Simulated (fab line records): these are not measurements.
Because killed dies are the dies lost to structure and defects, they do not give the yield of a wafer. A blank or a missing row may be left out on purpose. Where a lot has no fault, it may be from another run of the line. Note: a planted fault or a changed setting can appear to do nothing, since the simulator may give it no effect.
Matching of chambers ; flow n5 finfet ; 4 sister chambers for N5_BEOL_M0_SAQP_ETCH_73 on rie diel-01
The step etches SiARC in CF4, target depth 19.5 nm, time 32.5 s. 16 wafers are shown with their chamber, then 8 later ones without.

## EACH WAFER AND ITS CHAMBER
wafer;chamber;showerhead plenum p Torr (Torr);throttle valve pct (%);oes product au (a.u.)
L078.1;3;2.19;15.49;0.79
L078.4;0;2.27;15.64;0.74
L078.5;0;2.27;15.62;0.74
L079.1;1;2.16;15.51;0.68
L079.4;1;2.16;15.51;0.68
L079.6;0;2.27;15.63;0.75
L080.3;1;2.16;15.53;0.68
L080.4;2;2.08;15.30;0.72
L080.5;0;2.27;15.63;0.74
L082.1;1;2.15;15.56;0.68
L082.4;3;2.19;15.50;0.76
L082.6;0;2.27;15.64;0.74
L084.1;3;2.19;15.49;0.75
L084.2;0;2.27;15.68;0.73
L084.6;3;2.19;15.48;0.75
L087.1;0;2.26;15.65;0.72

SIGNATURES (means of the wafers above)
reading;chamber 0;chamber 1;chamber 2;chamber 3;scatter within a chamber
showerhead plenum p Torr;2.2686;2.1575;2.0800;2.1900;0.00366
throttle valve pct;15.6414;15.5275;15.3000;15.4900;0.0186
oes product au;0.7371;0.6800;0.7200;0.7625;0.0116
Rule: a wafer lies at a distance from a chamber equal to the root of the sum of squares, over the readings, of (its reading less the chamber's mean, divided by the reading's scatter). If the next closest chamber is less than 2 further off than the closest, the wafer can't be placed; otherwise it belongs to the closest. The scatter is the square root of a quotient: the sum, over the shown wafers, of each reading's squared deviation from its chamber's mean, divided by wafers minus chambers.

## WAFERS WHOSE CHAMBER IS MISSING
wafer;showerhead plenum p Torr (Torr);throttle valve pct (%);oes product au (a.u.)
L087.2;2.19;15.51;0.75
L087.3;2.15;15.57;0.67
L088.2;2.26;15.66;0.72
L088.5;2.19;15.50;0.76
L088.6;2.26;15.66;0.72
L092.2;2.26;15.70;0.71
L092.4;2.07;15.35;0.71
L092.5;2.18;15.52;0.74

## WHICH CHAMBER EACH ONE RAN IN
wafer;from the rows above;in truth
L087.2;3;3
L087.3;1;1
L088.2;0;0
L088.5;3;3
L088.6;0;0
L092.2;0;0
L092.4;2;2
L092.5;3;3
Correct placement for 8 of the 8. Left unplaced by these rows: 0. Wrongly placed: 0.
